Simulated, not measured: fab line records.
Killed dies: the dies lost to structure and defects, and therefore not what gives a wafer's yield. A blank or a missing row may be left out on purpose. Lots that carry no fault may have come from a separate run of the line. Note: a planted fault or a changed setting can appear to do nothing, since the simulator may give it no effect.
A struck lot beside a sound one / flow nand_harc / 16 steps out of a route of 1302
Sound: these wafers, L718.1, L718.4, L718.6. The struck wafers were L721.1, L721.3, L721.5. The cause comes at the end.
Order at every step that has rows: each side's tool, ch and its chambers, its first start. Under that, the readings that differ: sound wafers / struck wafers / difference of the means / sigmas: that difference in standard deviations of wafers without a fault.
alike: readings whose means differ by less than 2 such deviations, and words and numbers that are the same on both sides. not compared: withheld readings, readings that some wafer has no value for, bounds like >300 that may hide the same value, and numbers for which the record gives no deviation and whose values overlap.
A row with sigmas, a row that says differs or no value, or rows on one side alone: a step with any of these is where the two part. When numbers do not overlap yet have no deviation, they are printed without sigmas and do not part them. A reading that every wafer of one side lacks parts them only if that side has two wafers or more.

NHARC_A_M1_ETCH_35: etches the open film in N2/H2, target depth 40 nm, overetch 12 nm, time 43.94 s.
  sound on rie_diel-12 ch 1,2,3, day 26 00:14; struck on rie_diel-12 ch 0,1,2, day 27 14:49
  alike: drypump_motor_current_A, oes_product_au, rf_vpp_V, showerhead_plenum_p_Torr, throttle_valve_pct
  not compared: rf_hours_counter_h
NHARC_A_M1_ETCH_15: etches the open film in C4F8/Ar, target depth 182.5 nm, time 91.2 s.
  sound on rie_diel-12 ch 0,1; struck on rie_diel-12 ch 0,2,3
  alike: oes_product_au, rf_vpp_V
  not compared: rf_hours_counter_h
NHARC_A_M1_CD_MEAS_16:
  sound on cd_sem-03 at day 26 00:26; struck on cd_sem-01 at day 27 15:01
  alike: cd_nm
then, 1 step without rows for these wafers: NHARC_A_M1_STRIP_18 (strips in N2/H2).
NHARC_A_M1_ETCH_28: etches the open film in CF4/N2, target depth 30 nm, time 72.99 s.
  sound on rie_diel-05 ch 1,3; struck on rie_diel-12 ch 0,1,3
  alike: drypump_motor_current_A, oes_product_au, rf_vpp_V, showerhead_plenum_p_Torr, throttle_valve_pct
  not compared: rf_hours_counter_h
then, 1 step without rows for these wafers: NHARC_A_M1_STRIP_19 (strips in post etch residue remover, time 600 s).
NHARC_A_M1_DEGAS_29: time 60 s.
  sound on pvd_sputter-02 at day 26 01:10; struck on pvd_sputter-01 at day 27 15:44
  alike: heater_power_w
then, 2 steps without rows for these wafers: NHARC_A_M1_PRE_CLEAN_30 (time 30 s); NHARC_A_M1_PVD_20 (deposits TaN, target thk 5 nm, time 8.06 s).
NHARC_A_M1_PVD_21: deposits Cu, target thk 30 nm, time 20.49 s.
  sound on pvd_sputter-02; struck on pvd_sputter-01
  alike: throttle_valve_pct
then, 2 steps without rows for these wafers: NHARC_A_M1_ECD_22 (material Cu, target thk 400 nm); NHARC_A_M1_ANNEAL_31 (time 90 s).
NHARC_A_M1_CMP_23: polishes, t overpolish 20 s, target thk 154.34 nm.
  sound on cmp-02 ch 0,1,2, day 26 02:16; struck on cmp-01 ch 2,3, day 27 16:49
  no value came back on the struck wafers for edge_zone_pressure_frac, motor_current_A (A), retaining_ring_pressure_frac, time_to_endpoint_s (s); on the sound wafers edge_zone_pressure_frac reads 0.995 1.000 0.994
NHARC_A_M1_THK_MEAS_24: measures by xrf.
  sound on film_metro-02 at day 26 02:35; struck on film_metro-02 at day 27 17:08
reading=thk_nm (nm); sound=154.6 154.6 153.5; struck=399.0 401.3 397.3; difference=+245.0; sigmas=+99 or more
then, 1 step without rows for these wafers: NHARC_A_M1_SRD_25.
NHARC_END_SORT_01:
  sound on prober-01 ch 0, day 27 09:17; struck on prober-01 ch 0, day 29 01:43
reading=defect_limited_yield (%); sound=85.1 85.7 87.6; struck=0 0 0; difference=-86; sigmas=-29
reading=killed_at_array; sound=96 91 80; struck=674 677 676; difference=+587; sigmas=+29
reading=killed_dies; sound=101 97 84; struck=677 677 677; difference=+583; sigmas=+29
  alike: killed_at_other, killed_at_periphery, killed_open, killed_short

## WHERE THEY PART
At NHARC_A_M1_CMP_23 first; at NHARC_END_SORT_01 last (within this record only).

WHY: what had been put in by the simulator
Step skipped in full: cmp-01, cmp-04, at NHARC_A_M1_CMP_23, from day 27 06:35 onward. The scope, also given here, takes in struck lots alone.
